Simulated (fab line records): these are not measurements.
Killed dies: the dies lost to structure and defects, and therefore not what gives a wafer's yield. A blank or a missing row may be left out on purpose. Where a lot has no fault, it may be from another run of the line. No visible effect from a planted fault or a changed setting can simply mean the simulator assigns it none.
One fault through the eyes of 2 desks ; flow nand_harc ; each desk has only its own numbers; what lay behind them comes last

== FROM THE METROLOGY DESK ==
What the gauges read for every lot (on any tool): the sampled wafers with a number, averaged. If a lot's mean is further than 4 standard deviations from the usual mean, the lot is out of limits and carries the mark OUT (the distance appears in the brackets).
Columns: A = cd_nm at NHARC_THIN_TSV_CD_MEAS_33, usual 5001.1 nm
lot;first seen here;A
L600;day 24 02:26;5001.7
L601;day 24 11:16;5001.1
L609;day 28 03:35;4998.8
L611;day 28 12:50;4999.8
L614;day 29 13:16;5002.9
L616;day 30 12:54;5002.6
L615;day 30 19:42;5000.4
L618;day 31 09:22;5003.5
L619;day 32 08:43;5001.2
L620;day 32 10:40;5002.0
L621;day 32 18:41;5001.4
L622;day 33 02:24;4999.0
This desk's finding: nothing out of limits on any of the 12 lots.

== AT THE TOOL OWNER'S DESK: rie_diel-10 ==
The tool's own readings at NHARC_A_M1_STRIP_18 (strips in N2/H2): means of the sampled wafers that have a number, for each lot that ran on this tool. If a lot's mean is further than 4 standard deviations from the usual mean, the lot is out of limits and carries the mark OUT (the distance appears in the brackets).
Columns: A = drypump_motor_current_A at NHARC_A_M1_STRIP_18, usual 5.82 A; B = oes_product_au at NHARC_A_M1_STRIP_18, usual 1.002 a.u.; C = rf_vpp_V at NHARC_A_M1_STRIP_18, usual 90.7 V; D = showerhead_plenum_p_Torr at NHARC_A_M1_STRIP_18, usual 2.03 Torr; E = throttle_valve_pct at NHARC_A_M1_STRIP_18, usual 14.171 %
lot;first seen here;A;B;C;D;E
L600;day 22 12:49;5.87;1.001;90.0;1.97;14.168
L601;day 23 08:31;5.88;1.000;90.5;2.04;14.163
L609;day 27 02:35;5.98;1.010;90.5;2.08;14.175
L611;day 27 06:31;5.82;1.001;91.4;2.05;14.173
L615;day 29 18:44;5.83;1.006;91.1;2.05;14.166
L618;day 30 09:08;5.96;0.994;90.8;2.08;14.185
L622;day 32 00:05;5.97;1.016;90.0;2.01;14.165
This desk's finding: nothing out of limits on any of the 7 lots.

== PUT TOGETHER ==
The metrology desk saw nothing out of limits.
The tool owner's desk saw nothing out of limits.

== WHAT THE SIMULATOR PUT IN ==
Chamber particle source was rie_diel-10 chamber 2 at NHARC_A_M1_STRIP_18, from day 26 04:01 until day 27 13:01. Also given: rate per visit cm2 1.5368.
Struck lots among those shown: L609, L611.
